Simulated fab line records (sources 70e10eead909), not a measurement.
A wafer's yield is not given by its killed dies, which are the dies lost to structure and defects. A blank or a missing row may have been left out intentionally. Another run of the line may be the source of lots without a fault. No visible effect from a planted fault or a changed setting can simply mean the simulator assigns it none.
fab line records	flow nandHarc
record: lots: 9	wafers: 27	lastDay: 33
route steps=1302 shown A_BONDPAD@1223 THIN_TSV@1265 END@1301
lots untouched by any fault: they come from a run of this same line in which no faults occurred
startH: the number of hours between the record's first day and the start of the first shown wafer of the lot	waitH: time in hours since the lot's previous step	" repeats the value in the row above	L1.1+2: one row covering several wafers at once	- value missing, or start not given	* or withheld: withheld	< > ~ a bound
route shown NAME@n: names a module that has steps shown in the file, with the first one's number in the route	usual: mean/standard deviation of fault-free wafers	same: alike in all rows	chamber/n: place in a boat	sites: each site's reading	_std_site: how widely they spread, as a standard deviation	_edge_site: outer sites' mean less inner sites'	radiusMm: for every site, how far away it sits from the centre of the wafer	mask NAME#n: copy n	behind: tool/chamber where the wafer was last shaped	hold: the reason the lot was held/the length of the hold in hours/how it ended	device: transistor that didn't switch, given as n, p or np	end of line: at the end of the route, the tests of the same wafers	a step given without rows: its recipe and nothing more	killed: the dies lost at the first sort to structure and to defects; this is not the yield of the wafer	map: a wafer's dies, x killed, . not, _ none there
set.NAME: the setting the step ran with; set.NAME@STEP: the setting that earlier step ran with	model.NAME: the simulator's own value behind a step, which no gauge read
one table for each step of the route and one row for each wafer, over a sample of lots
services: the hour from which a tool's chamber was out of use, counted from the record's first day as startH (under 0 if before that day), plus the number of hours and why
== steps ==
step: NHARC_A_BONDPAD_ETCH_24
recipe: targetDepthA: 300	overEtchFrac: 0.3	timeS: 72.99	ionEnergyEv: 150	cf4FlowSccm: 50	n2FlowSccm: 100	arFlowSccm: 150	rfW: 300	biasW: 100	chemistry: CF4/N2
usual: drypumpMotorCurrentA: 5.8/0.35	oesProductAu: 0.999/0.0065	rfVppV: 314.0/2.3	showerheadPlenumPTorr: 2.61/0.12	throttleValvePct: 19.794/0.0087
same: timeS: 72.99
lot.wafer	tool	chamber	startH	waitH	drypumpMotorCurrentA	oesProductAu	rfHoursCounterH	rfVppV	showerheadPlenumPTorr	throttleValvePct
L961.2	rieDiel-03	2	-	-	6.0	1.000	3	316.1	2.75	19.790
L961.3	"	3	"	"	5.5	1.005	3	315.1	2.70	19.787
L961.6	"	0	"	"	5.6	1.003	-	310.7	2.47	19.800
L967.1	rieDiel-03	2	-	-	6.0	1.013	4	316.9	2.75	19.796
L967.3	"	0	"	"	5.7	1.008	5	313.1	2.47	19.785
L967.5	"	2	"	"	6.0	1.010	-	316.7	2.75	19.783
L968.3	rieDiel-03	0	-	-	5.7	0.994	5	312.3	2.47	19.788
L968.6	"	0	"	"	5.7	1.007	-	310.8	2.47	19.802
L968.5	"	1	"	"	6.1	0.993	-	312.9	2.53	19.813
L970.4	rieDiel-04	1	-	-	5.6	0.994	18	317.1	2.77	19.803
L970.2	"	2	"	"	5.7	0.990	15	312.8	2.55	19.776
L970.5	"	2	"	"	5.7	0.994	-	312.6	2.55	19.796
L969.2	rieDiel-08	1	-	-	5.7	0.998	26	318.1	2.83	19.791
L969.3	"	3	"	"	5.9	1.003	23	312.1	2.46	19.769
L969.6	"	0	"	"	4.9	1.003	-	317.8	2.78	19.792
L979.1	rieDiel-03	1	-	-	6.1	0.991	2	312.9	2.53	19.796
L979.2	"	3	"	"	5.5	1.003	3	315.7	2.70	19.783
L979.3	"	0	"	"	5.7	0.997	2	310.9	2.47	19.799
L980.4	rieDiel-03	3	-	-	5.5	0.997	4	317.1	2.70	19.781
L980.3	"	0	"	"	5.7	0.996	3	310.8	2.47	19.800
L980.1	"	1	"	"	6.1	0.998	3	312.0	2.53	19.797
L981.4	rieDiel-03	0	-	-	5.7	1.003	4	312.2	2.47	19.800
L981.2	"	3	"	"	5.5	0.991	4	314.1	2.70	19.787
L981.6	"	1	"	"	6.2	0.986	-	311.8	2.53	19.788
L982.3	rieDiel-03	2	-	-	6.0	0.998	4	316.0	2.75	19.786
L982.1	"	0	"	"	5.6	0.991	4	311.2	2.47	19.798
L982.4	"	1	"	"	6.1	0.994	4	313.1	2.53	19.802
step: NHARC_A_BONDPAD_ANNEAL_28
recipe: tempC: 225	timeS: 90
usual: annealTempCMax: 226.13/0.29	wafer_temp_C_max: 225.77/0.29
same: timeS: 90
lot.wafer	tool	chamber	startH	waitH	annealTempCMax	wafer_temp_C_max
L961.2	rtpAnneal-02	0	565.08	-	225.93	226.01
L961.3	"	0	"	"	225.81	225.87
L961.6	"	0	"	"	226.05	226.07
L967.1	rtpAnneal-01	0	619.37	-	225.98	225.49
L967.3	"	0	"	"	225.94	225.50
L967.5	"	0	"	"	226.04	225.60
L968.3	rtpAnneal-02	0	626.71	0.3	225.83	226.09
L968.5	"	0	"	"	225.98	226.38
L968.6	"	0	"	"	226.10	226.39
L970.2	rtpAnneal-01	0	638.17	-	226.43	225.74
L970.4	"	0	"	"	225.81	225.77
L970.5	"	0	"	"	225.74	225.57
L969.2	rtpAnneal-02	0	640.09	-	225.70	226.03
L969.3	"	0	"	"	225.86	226.10
L969.6	"	0	"	"	226.25	226.20
L979.1	rtpAnneal-02	0	723.90	0.3	225.90	225.70
L979.2	"	0	"	"	225.83	225.91
L979.3	"	0	"	"	225.94	225.96
L980.1	rtpAnneal-01	0	748.35	0.3	226.59	226.13
L980.3	"	0	"	"	226.27	225.65
L980.4	"	0	"	"	226.35	225.49
L981.2	rtpAnneal-01	0	756.90	0.4	226.53	225.65
L981.4	"	0	"	"	225.97	225.38
L981.6	"	0	"	"	226.58	225.28
L982.1	rtpAnneal-01	0	757.65	-	226.10	225.62
L982.3	"	0	"	"	226.63	225.35
L982.4	"	0	"	"	225.97	225.45
step: NHARC_THIN_TSV_STRIP_45
recipe: powerW: 1500	tempC: 250	chemistry: O2
usual: drypumpMotorCurrentA: 5.3/0.39	heaterPowerW: 333/23	tempC: 249.99/0.16
lot.wafer	tool	chamber	startH	waitH	drypumpMotorCurrentA	heaterPowerW	rfHoursCounterH	tempC
L961.2	plasmaAsher-01	1	577.40	0.1	4.6	312	8	250.05
L961.3	"	0	"	"	5.7	305	-	250.09
L961.6	"	1	"	"	4.7	310	-	249.95
L967.1	plasmaAsher-01	1	633.74	0.1	4.6	320	21	250.23
L967.3	"	1	"	"	4.6	312	-	250.08
L967.5	"	1	"	"	4.7	308	-	250.09
L968.3	plasmaAsher-01	0	641.50	0.2	5.7	316	-	249.64
L968.5	"	1	"	"	4.6	315	-	250.09
L968.6	"	0	"	"	5.7	322	-	249.96
L969.2	plasmaAsher-01	0	652.70	0.1	5.7	302	24	249.98
L969.3	"	0	"	"	5.7	316	-	250.05
L969.6	"	0	"	"	5.7	310	-	250.02
L970.2	plasmaAsher-01	1	653.68	0.1	4.6	321	25	249.60
L970.4	"	0	"	"	5.7	319	-	249.97
L970.5	"	0	"	"	5.7	314	-	250.17
L979.1	plasmaAsher-02	1	738.69	0.1	5.4	381	26	249.76
L979.2	"	0	"	"	5.4	337	26	249.80
L979.3	"	1	"	"	5.4	366	-	249.82
L980.1	plasmaAsher-02	0	765.30	0.1	5.4	335	32	249.98
L980.4	"	1	"	"	5.4	373	-	250.12
L980.3	"	0	"	"	5.4	325	-	250.20
L981.2	plasmaAsher-01	1	772.68	0.1	4.6	337	12	250.12
L981.4	"	1	"	"	4.6	339	-	249.92
L981.6	"	1	"	"	4.6	335	-	249.95
L982.1	plasmaAsher-01	0	773.78	0.1	5.7	323	12	250.02
L982.4	"	1	"	"	4.6	338	-	250.14
L982.3	"	0	"	"	5.7	321	-	250.13
step: NHARC_THIN_TSV_DEGAS_49
recipe: tempC: 300	timeS: 120
usual: heaterPowerW: 442/38
same: timeS: 120
lot.wafer	tool	chamber	startH	waitH	heaterPowerW
L961.2	pvdSputter-02	-	579.09	0.2	430
L961.3	"	-	"	"	402
L961.6	"	-	"	"	414
L967.3	pvdSputter-02	-	635.43	0.1	412
L967.1	"	-	"	"	432
L967.5	"	-	"	"	410
L968.3	pvdSputter-01	-	643.13	0.1	464
L968.6	"	-	"	"	494
L968.5	"	-	"	"	423
L969.2	pvdSputter-03	-	654.53	0.1	499
L969.3	"	-	"	"	461
L969.6	"	-	"	"	394
L970.4	pvdSputter-03	-	655.50	0.1	485
L970.2	"	-	"	"	449
L970.5	"	-	"	"	479
L979.2	pvdSputter-03	-	740.42	0.1	500
L979.1	"	-	"	"	388
L979.3	"	-	"	"	421
L980.3	pvdSputter-03	-	767.00	0.1	427
L980.4	"	-	"	"	493
L980.1	"	-	"	"	380
L981.4	pvdSputter-02	-	774.44	0.1	398
L981.2	"	-	"	"	416
L981.6	"	-	"	"	458
L982.3	pvdSputter-02	-	775.55	0.1	407
L982.4	"	-	"	"	458
L982.1	"	-	"	"	394
step: NHARC_END_WLT_00
usual: VT_DECK1_BOTTOM: 0.872/0.0072	VT_DECK1_BOTTOM_INNER: 0.871/0.0062	VT_DECK1_MEDIAN_NEAR_BOTTOM: 0.872/0.0069	VT_DECK1_MEDIAN_NEAR_BOTTOM_INNER: 0.872/0.0067	VT_DECK1_MIDDLE: 0.885/0.0067	VT_DECK1_MIDDLE_INNER: 0.885/0.0068	VT_DECK1_TOP: 0.897/0.0075	VT_DECK1_TOP_INNER: 0.896/0.0071	VT_DECK2_BOTTOM: 0.871/0.0066	VT_DECK2_BOTTOM_INNER: 0.871/0.006	VT_DECK2_MEDIAN_NEAR_BOTTOM: 0.872/0.0072	VT_DECK2_MEDIAN_NEAR_BOTTOM_INNER: 0.872/0.0066	VT_DECK2_MIDDLE: 0.884/0.0075	VT_DECK2_MIDDLE_INNER: 0.884/0.0067	VT_DECK2_TOP: 0.896/0.007	VT_DECK2_TOP_INNER: 0.895/0.0072
lot.wafer	tool	chamber	startH	waitH	hold	VT_DECK1_BOTTOM	VT_DECK1_BOTTOM_INNER	VT_DECK1_MEDIAN_NEAR_BOTTOM	VT_DECK1_MEDIAN_NEAR_BOTTOM_INNER	VT_DECK1_MIDDLE	VT_DECK1_MIDDLE_INNER	VT_DECK1_TOP	VT_DECK1_TOP_INNER	VT_DECK2_BOTTOM	VT_DECK2_BOTTOM_INNER	VT_DECK2_MEDIAN_NEAR_BOTTOM	VT_DECK2_MEDIAN_NEAR_BOTTOM_INNER	VT_DECK2_MIDDLE	VT_DECK2_MIDDLE_INNER	VT_DECK2_TOP	VT_DECK2_TOP_INNER
L961.2	prober-02	-	588.64	0.6	-	0.873	0.874	0.876	0.870	0.882	0.889	0.897	0.903	0.869	0.872	0.883	0.871	0.886	0.888	0.891	0.900
L961.3	"	-	"	"	-	0.878	0.877	0.876	0.878	0.886	0.891	0.898	0.900	0.878	0.879	0.865	0.879	0.891	0.891	0.897	0.897
L961.6	"	-	590.63	2.5	-	0.877	0.875	0.869	0.871	0.889	0.895	0.889	0.896	0.867	0.874	0.871	0.865	0.884	0.890	0.900	0.898
L967.1	prober-01	-	644.71	0.0	-	0.873	0.871	0.875	0.873	0.885	0.882	0.892	0.893	0.866	0.870	0.861	0.868	0.878	0.889	0.890	0.887
L967.3	"	-	645.71	1.0	-	0.879	0.871	0.871	0.872	0.890	0.887	0.905	0.899	0.873	0.867	0.869	0.863	0.889	0.882	0.893	0.887
L967.5	"	-	646.71	2.0	-	0.881	0.876	0.875	0.879	0.890	0.889	0.904	0.899	0.870	0.865	0.861	0.863	0.875	0.879	0.895	0.887
L968.3	prober-01	-	656.37	2.8	awaitDispo/1.7h/release	0.864	0.865	0.871	0.865	0.883	0.881	0.885	0.885	0.870	0.862	0.867	0.864	0.881	0.876	0.883	0.892
L968.5	"	-	"	"	awaitDispo/1.7h/release	0.861	0.872	0.870	0.866	0.884	0.877	0.886	0.887	0.873	0.868	0.868	0.866	0.879	0.874	0.884	0.886
L968.6	"	-	"	"	awaitDispo/1.7h/release	0.863	0.876	0.868	0.870	0.882	0.883	0.889	0.898	0.863	0.872	0.860	0.863	0.874	0.877	0.894	0.884
L969.2	prober-01	-	668.24	3.4	awaitDispo/0.2h/release	0.882	0.872	0.884	0.876	0.883	0.892	0.896	0.888	0.860	0.862	0.874	0.866	0.874	0.877	0.881	0.893
L969.3	"	-	"	"	awaitDispo/0.2h/release	0.876	0.876	0.877	0.875	0.874	0.890	0.901	0.901	0.860	0.867	0.870	0.864	0.873	0.879	0.889	0.887
L969.6	"	-	670.24	5.4	awaitDispo/0.2h/release	0.873	0.873	0.872	0.881	0.888	0.886	0.899	0.901	0.860	0.868	0.864	0.867	0.883	0.886	0.890	0.897
L969.2	prober-01	-	673.06	4.3	-	0.878	0.878	0.874	0.874	0.891	0.893	0.896	0.887	0.874	0.866	0.862	0.868	0.882	0.884	0.892	0.884
L969.3	"	-	"	"	-	0.880	0.873	0.878	0.872	0.890	0.891	0.899	0.896	0.864	0.870	0.867	0.870	0.878	0.871	0.887	0.888
L969.6	"	-	675.07	4.3	-	0.875	0.882	0.877	0.883	0.887	0.888	0.900	0.903	0.870	0.870	0.871	0.872	0.870	0.875	0.896	0.883
L970.2	prober-02	-	668.29	3.4	awaitDispo/2.3h/release	0.872	0.874	0.871	0.875	0.882	0.889	0.905	0.895	0.872	0.871	0.875	0.870	0.885	0.881	0.899	0.894
L970.4	"	-	669.30	4.4	awaitDispo/2.3h/release	0.872	0.874	0.879	0.879	0.889	0.890	0.897	0.899	0.876	0.877	0.870	0.871	0.877	0.888	0.890	0.899
L970.5	"	-	"	"	awaitDispo/2.3h/release	0.873	0.872	0.874	0.876	0.894	0.880	0.905	0.899	0.874	0.871	0.873	0.868	0.883	0.889	0.895	0.892
L979.1	prober-01	-	749.63	0.0	-	0.875	0.868	0.868	0.869	0.880	0.884	0.887	0.894	0.884	0.876	0.884	0.884	0.897	0.893	0.892	0.903
L979.2	"	-	"	"	-	0.861	0.858	0.867	0.861	0.878	0.874	0.895	0.890	0.873	0.872	0.886	0.877	0.891	0.884	0.903	0.897
L979.3	"	-	"	"	-	0.862	0.867	0.859	0.864	0.877	0.877	0.894	0.894	0.880	0.881	0.882	0.876	0.895	0.899	0.897	0.896
L980.1	prober-02	-	776.69	0.1	-	0.885	0.879	0.877	0.872	0.893	0.896	0.903	0.892	0.876	0.874	0.867	0.878	0.892	0.888	0.904	0.905
L980.3	"	-	777.71	1.1	-	0.876	0.868	0.880	0.879	0.892	0.891	0.894	0.906	0.882	0.877	0.881	0.883	0.885	0.893	0.901	0.904
L980.4	"	-	"	"	-	0.870	0.876	0.870	0.875	0.896	0.883	0.897	0.900	0.873	0.878	0.877	0.881	0.895	0.897	0.896	0.909
L982.1	prober-02	-	785.20	0.1	-	0.879	0.877	0.870	0.874	0.887	0.896	0.896	0.900	0.866	0.859	0.871	0.872	0.881	0.878	0.894	0.892
L982.3	"	-	"	"	-	0.878	0.879	0.877	0.879	0.891	0.882	0.905	0.900	0.861	0.868	0.863	0.872	0.880	0.886	0.897	0.892
L982.4	"	-	"	"	-	0.875	0.877	0.879	0.873	0.894	0.887	0.893	0.903	0.866	0.867	0.861	0.873	0.889	0.879	0.893	0.896
L981.2	prober-01	-	785.68	0.5	-	0.882	0.876	0.880	0.883	0.888	0.890	0.910	0.904	0.869	0.870	0.871	0.867	0.876	0.883	0.890	0.882
L981.4	"	-	"	"	-	0.876	0.874	0.872	0.879	0.884	0.896	0.904	0.902	0.857	0.863	0.862	0.872	0.877	0.879	0.886	0.890
L981.6	"	-	"	"	-	0.877	0.879	0.888	0.885	0.882	0.890	0.900	0.895	0.867	0.867	0.874	0.873	0.879	0.876	0.896	0.891
step: NHARC_END_SORT_01
recipe: tempC: 25
usual: defectLimitedYield: 91.2/2.5	killedAtArray: 55/17	killedAtOther: 1.1/1.4	killedAtPeriphery: 3.9/3	killedDies: 59/17	killedOpen: 3.5/2	killedShort: 2.6/1.6
same: grossDies: 677
lot.wafer	tool	chamber	startH	waitH	hold	defectLimitedYield[%]	killedAtArray	killedAtOther	killedAtPeriphery	killedDies	killedOpen	killedShort
L961.2	prober-02	0	591.92	2.8	-	87.9	79	0	3	82	1	3
L961.3	prober-02	0	592.72	3.1	-	90.3	61	0	5	66	5	6
L961.6	prober-02	0	595.10	4.0	-	90.0	67	0	1	68	2	1
L967.1	prober-01	0	647.71	2.5	-	95.6	26	2	2	30	5	3
L967.3	prober-01	0	649.32	3.1	-	93.2	40	3	3	46	6	4
L967.5	prober-01	0	650.92	3.7	-	92.9	43	1	4	48	2	3
L968.3	prober-01	0	659.96	3.1	awaitDispo/3.0h/release	81.1	59	66	3	128	3	3
L968.5	prober-01	0	661.56	3.7	awaitDispo/3.0h/release	81.8	49	71	3	123	1	4
L968.6	prober-01	0	662.36	4.0	awaitDispo/3.0h/release	82.0	49	71	2	122	0	6
L970.2	prober-01	0	671.62	2.8	awaitDispo/1.6h/release	83.2	47	63	4	114	1	1
L970.4	prober-01	0	673.21	3.4	awaitDispo/1.6h/release	81.7	55	66	3	124	4	3
L970.5	prober-01	0	674.00	3.7	awaitDispo/1.6h/release	80.9	60	65	4	129	1	3
L969.2	prober-02	0	676.37	2.8	awaitDispo/1.9h/release	88.0	8	70	3	81	4	0
L969.3	prober-02	0	677.18	3.1	awaitDispo/1.9h/release	88.2	17	62	1	80	1	2
L969.6	prober-02	0	679.59	4.0	awaitDispo/1.9h/release	86.4	18	72	2	92	3	1
L979.1	prober-01	0	752.64	2.5	-	92.8	45	1	3	49	7	3
L979.2	prober-01	0	753.44	2.8	-	95.1	32	0	1	33	1	4
L979.3	prober-01	0	754.24	3.1	-	95.1	27	0	6	33	5	1
L980.1	prober-02	0	779.76	2.6	-	91.7	53	0	3	56	2	2
L980.3	prober-02	0	781.37	3.1	-	90.5	52	1	11	64	1	3
L980.4	prober-02	0	782.17	3.4	-	89.8	55	3	11	69	4	5
L982.1	prober-02	0	788.18	2.5	-	90.3	61	0	5	66	5	1
L982.3	prober-02	0	789.79	3.1	-	91.4	53	2	3	58	4	1
L982.4	prober-02	0	790.59	3.4	-	91.3	54	2	3	59	3	3
L981.2	prober-01	0	788.95	2.8	-	89.1	68	4	2	74	4	0
L981.4	prober-01	0	790.56	3.4	-	90.5	58	1	5	64	0	3
L981.6	prober-01	0	792.18	4.0	-	91.4	57	0	1	58	3	2
killed by level:class
L961.2 A_CHANNEL_HOLE_D2:chamberFilmFlake=29 A_SLIT:chamberFilmFlake=27 A_CHANNEL_HOLE_D1:chamberFilmFlake=13 A_STAIRCASE:chamberFilmFlake=3 A_M0:geometricParticle:short=2 A_CONTACT:chamberFilmFlake=2 A_DECK1_JOINT:geometricParticle:open=1 A_CHANNEL_FILL_D2:geometricParticle:short=1
L961.3 A_SLIT:chamberFilmFlake=25 A_CHANNEL_HOLE_D1:chamberFilmFlake=10 A_CHANNEL_HOLE_D2:chamberFilmFlake=9 A_STAIRCASE:chamberFilmFlake=3 P_CONTACT:geometricParticle:open=2 A_CHANNEL_FILL_D2:geometricParticle:short=2 A_ZERO_WELL:chamberFilmFlake=2 A_CONTACT:chamberFilmFlake=2
L961.6 A_SLIT:chamberFilmFlake=31 A_CHANNEL_HOLE_D2:chamberFilmFlake=16 A_CHANNEL_HOLE_D1:chamberFilmFlake=11 A_STAIRCASE:chamberFilmFlake=3 A_CONTACT:chamberFilmFlake=3 P_CONTACT:geometricParticle:open=1 A_ONON_D1:geometricParticle:short=1 A_M1:geometricParticle:open=1
L967.1 A_CHANNEL_HOLE_D2:chamberFilmFlake=8 A_STAIRCASE:chamberFilmFlake=3 A_CHANNEL_FILL_D1:geometricParticle:open=2 A_CHANNEL_FILL_D2:geometricParticle:short=2 P_GATE:chamberFilmFlake=2 A_ZERO_WELL:chamberFilmFlake=2 A_CONTACT:chamberFilmFlake=2 A_M1:chamberFilmFlake=2
L967.3 A_CHANNEL_HOLE_D2:chamberFilmFlake=14 A_CHANNEL_HOLE_D1:chamberFilmFlake=6 A_STAIRCASE:chamberFilmFlake=4 A_M1:chamberFilmFlake=4 THIN_TSV:chamberFilmFlake=3 A_DECK1_JOINT:geometricParticle:short=2 P_STI:geometricParticle:open=1 P_M2:geometricParticle:open=1
L967.5 A_CHANNEL_HOLE_D2:chamberFilmFlake=18 A_M1:chamberFilmFlake=8 A_CONTACT:chamberFilmFlake=4 A_CHANNEL_HOLE_D1:chamberFilmFlake=3 P_GATE:chamberFilmFlake=2 A_ZERO_WELL:chamberFilmFlake=2 A_STAIRCASE:chamberFilmFlake=2 P_CONTACT:geometricParticle:open=1
L968.3 THIN_TSV:unspecified=66 A_SLIT:chamberFilmFlake=31 A_CHANNEL_HOLE_D2:chamberFilmFlake=10 A_CHANNEL_HOLE_D1:chamberFilmFlake=5 A_WL_FILL:chamberFilmFlake=3 A_CONTACT:chamberFilmFlake=3 A_M0:geometricParticle:short=2 P_BONDPAD:chamberFilmFlake=2
L968.5 THIN_TSV:unspecified=68 A_SLIT:chamberFilmFlake=25 A_CHANNEL_HOLE_D2:chamberFilmFlake=11 A_CHANNEL_HOLE_D1:chamberFilmFlake=5 THIN_TSV:chamberFilmFlake=3 A_ZERO_WELL:chamberFilmFlake=2 A_DECK1_JOINT:chamberFilmFlake=2 P_GATE:geometricParticle:short=1
L968.6 THIN_TSV:unspecified=70 A_SLIT:chamberFilmFlake=25 A_CHANNEL_HOLE_D2:chamberFilmFlake=10 A_CHANNEL_HOLE_D1:chamberFilmFlake=5 A_ONON_D2:geometricParticle:short=2 A_CONTACT:chamberFilmFlake=2 P_M1:geometricParticle:short=1 A_SLIT:geometricParticle:short=1
L970.2 THIN_TSV:unspecified=63 A_SLIT:chamberFilmFlake=23 A_CHANNEL_HOLE_D2:chamberFilmFlake=12 A_STAIRCASE:chamberFilmFlake=4 P_M1:chamberFilmFlake=3 A_CHANNEL_HOLE_D1:chamberFilmFlake=2 A_CHANNEL_FILL_D2:geometricParticle:open=1 A_SGD_CUT:geometricParticle:short=1
L970.4 THIN_TSV:unspecified=65 A_SLIT:chamberFilmFlake=31 A_CHANNEL_HOLE_D2:chamberFilmFlake=14 A_CHANNEL_FILL_D2:geometricParticle:open=2 P_M1:chamberFilmFlake=2 A_WL_FILL:chamberFilmFlake=2 P_M0:geometricParticle:short=1 A_CHANNEL_HOLE_D1:geometricParticle:short=1
L970.5 THIN_TSV:unspecified=65 A_SLIT:chamberFilmFlake=33 A_CHANNEL_HOLE_D2:chamberFilmFlake=13 A_CHANNEL_HOLE_D1:chamberFilmFlake=5 P_M1:chamberFilmFlake=2 A_WL_FILL:chamberFilmFlake=2 P_CONTACT:geometricParticle:short=1 A_SOURCE_PLATE:geometricParticle:short=1
L969.2 THIN_TSV:unspecified=69 A_CHANNEL_HOLE_D1:chamberFilmFlake=4 P_CONTACT:geometricParticle:open=2 P_M0:geometricParticle:open=1 A_ONON_D1:geometricParticle:open=1 A_STAIRCASE:chamberFilmFlake=1 A_SLIT:chamberFilmFlake=1 A_M1:chamberFilmFlake=1
L969.3 THIN_TSV:unspecified=61 A_CHANNEL_HOLE_D1:chamberFilmFlake=8 A_CONTACT:chamberFilmFlake=2 A_CHANNEL_HOLE_D2:geometricParticle:short=1 A_CHANNEL_FILL_D2:geometricParticle:short=1 A_CHANNEL_FILL_D2:geometricParticle:open=1 P_BONDPAD:chamberFilmFlake=1 A_DECK1_JOINT:chamberFilmFlake=1
L969.6 THIN_TSV:unspecified=70 A_CHANNEL_HOLE_D1:chamberFilmFlake=9 A_WL_FILL:chamberFilmFlake=2 THIN_TSV:chamberFilmFlake=2 P_GATE:geometricParticle:open=1 A_SOURCE_PLATE:geometricParticle:open=1 A_ONON_D2:geometricParticle:open=1 A_CHANNEL_FILL_D2:geometricParticle:short=1
L979.1 A_CHANNEL_HOLE_D1:chamberFilmFlake=23 A_STAIRCASE:chamberFilmFlake=5 A_CONTACT:chamberFilmFlake=5 A_CHANNEL_HOLE_D2:chamberFilmFlake=3 P_M1:geometricParticle:open=2 A_WL_FILL:geometricParticle:short=2 A_SLIT:chamberFilmFlake=2 P_CONTACT:geometricParticle:open=1
L979.2 A_CHANNEL_HOLE_D1:chamberFilmFlake=17 A_STAIRCASE:chamberFilmFlake=5 A_CONTACT:chamberFilmFlake=2 A_SOURCE_PLATE:geometricParticle:short=1 A_DECK1_JOINT:geometricParticle:short=1 A_WL_FILL:geometricParticle:short=1 A_M0:geometricParticle:short=1 A_M0:geometricParticle:open=1
L979.3 A_CHANNEL_HOLE_D1:chamberFilmFlake=18 P_M1:geometricParticle:open=2 A_STAIRCASE:chamberFilmFlake=2 A_CONTACT:chamberFilmFlake=2 P_GATE:geometricParticle:open=1 A_ONON_D1:geometricParticle:short=1 A_WL_FILL:geometricParticle:open=1 A_BLC:geometricParticle:open=1
L980.1 A_CHANNEL_HOLE_D2:chamberFilmFlake=22 A_CHANNEL_HOLE_D1:chamberFilmFlake=12 A_CONTACT:chamberFilmFlake=8 A_SLIT:chamberFilmFlake=7 A_STAIRCASE:chamberFilmFlake=2 P_M0:geometricParticle:short=1 P_M2:geometricParticle:short=1 A_ONON_D1:geometricParticle:open=1
L980.3 A_CHANNEL_HOLE_D2:chamberFilmFlake=18 A_CHANNEL_HOLE_D1:chamberFilmFlake=17 A_CONTACT:chamberFilmFlake=8 P_GATE:chamberFilmFlake=6 A_SLIT:chamberFilmFlake=5 P_STI:chamberFilmFlake=2 P_M2:geometricParticle:open=1 P_M2:geometricParticle:short=1
L980.4 A_CHANNEL_HOLE_D2:chamberFilmFlake=24 A_CONTACT:chamberFilmFlake=11 A_CHANNEL_HOLE_D1:chamberFilmFlake=10 P_GATE:chamberFilmFlake=5 THIN_TSV:chamberFilmFlake=3 A_STAIRCASE:chamberFilmFlake=3 P_M0:geometricParticle:short=2 P_STI:chamberFilmFlake=2
L982.1 A_SLIT:chamberFilmFlake=33 A_CONTACT:chamberFilmFlake=12 A_CHANNEL_HOLE_D1:chamberFilmFlake=4 A_CHANNEL_FILL_D2:chamberFilmFlake=4 A_ONON_D1:geometricParticle:open=2 A_BLC:geometricParticle:open=2 P_GATE:chamberFilmFlake=2 P_M2:chamberFilmFlake=2
L981.2 A_CHANNEL_HOLE_D2:chamberFilmFlake=27 A_CHANNEL_HOLE_D1:chamberFilmFlake=21 A_SLIT:chamberFilmFlake=8 A_CONTACT:chamberFilmFlake=5 HYBRID_BOND:chamberFilmFlake=4 A_STAIRCASE:chamberFilmFlake=3 P_CONTACT:geometricParticle:open=1 P_M1:geometricParticle:open=1
L982.3 A_SLIT:chamberFilmFlake=30 A_CONTACT:chamberFilmFlake=11 A_CHANNEL_FILL_D2:chamberFilmFlake=4 A_ONON_D1:geometricParticle:open=2 P_GATE:chamberFilmFlake=2 A_CHANNEL_HOLE_D1:geometricParticle:open=1 A_CHANNEL_FILL_D1:geometricParticle:open=1 P_M2:chamberFilmFlake=1
L981.4 A_CHANNEL_HOLE_D2:chamberFilmFlake=34 A_CHANNEL_HOLE_D1:chamberFilmFlake=13 A_SLIT:chamberFilmFlake=6 P_GATE:chamberFilmFlake=2 A_STAIRCASE:chamberFilmFlake=2 P_GATE:geometricParticle:short=1 A_ONON_D2:geometricParticle:short=1 A_WL_FILL:geometricParticle:short=1
L982.4 A_SLIT:chamberFilmFlake=33 A_CONTACT:chamberFilmFlake=8 A_CHANNEL_HOLE_D1:chamberFilmFlake=5 A_CHANNEL_FILL_D2:geometricParticle:open=2 A_WL_FILL:chamberFilmFlake=2 THIN_TSV:chamberFilmFlake=2 P_M1:geometricParticle:open=1 A_ONON_D1:geometricParticle:short=1
L981.6 A_CHANNEL_HOLE_D2:chamberFilmFlake=25 A_CHANNEL_HOLE_D1:chamberFilmFlake=14 A_SLIT:chamberFilmFlake=8 A_CONTACT:chamberFilmFlake=4 P_M1:geometricParticle:open=1 A_ONON_D2:geometricParticle:short=1 A_ONON_D2:geometricParticle:open=1 A_STAIRCASE:geometricParticle:short=1
== services ==
tool	chamber	startH	hours	kind
rieDiel-08	-	547.64	9.0	pm
plasmaAsher-02	-	565.94	0.6	repair
rieDiel-04	2	566.36	3.8	repair
rieDiel-04	-	569.09	5.3	repair
rieDiel-03	1	573.52	8.2	repair
rieDiel-04	3	575.41	3.6	repair
pvdSputter-01	-	582.04	10.0	pm
rieDiel-03	-	600.47	0.3	repair
rieDiel-04	-	601.30	0.3	repair
plasmaAsher-02	-	603.50	9.0	pm
rieDiel-03	-	635.30	9.0	pm
rieDiel-04	1	637.52	5.0	repair
pvdSputter-02	-	638.05	10.0	pm
pvdSputter-03	-	638.34	1.9	repair
rieDiel-08	1	649.11	6.7	repair
pvdSputter-01	-	653.96	4.7	repair
plasmaAsher-02	-	681.43	1.7	repair
pvdSputter-03	-	704.06	10.0	pm
plasmaAsher-01	-	709.47	9.0	pm
pvdSputter-03	-	725.93	1.1	repair
rieDiel-03	2	742.20	4.0	repair
pvdSputter-02	-	743.53	2.3	repair
rtpAnneal-02	-	744.06	12.0	pm
rieDiel-03	1	762.00	16.6	repair
== key ==
firstSign: step: NHARC_END_SORT_01	reading: killedAtOther	direction: up	sigmas: 47	usual: 1.1	struck: 67.3
effect: step: NHARC_END_SORT_01	reading: defectLimitedYield	direction: down	sigmas: 3	usual: 91.2	struck: 83.7
moreKillsBornAt: NHARC_THIN_TSV_STRIP_45@plasmaAsher-01: 597
metAt NHARC_THIN_TSV_STRIP_45
struckLots L968,L969,L970
notActingAt NHARC_A_BONDPAD_ETCH_24,NHARC_A_BONDPAD_ANNEAL_28,NHARC_THIN_TSV_DEGAS_49
onsetBetween 633.74 641.50
fault: kind: chamberParticleSource	tool: plasmaAsher-01	chamber: -	onsetH: 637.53	steps: NHARC_THIN_TSV_STRIP_45	ratePerVisitCm2: 0.57339	endH: 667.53
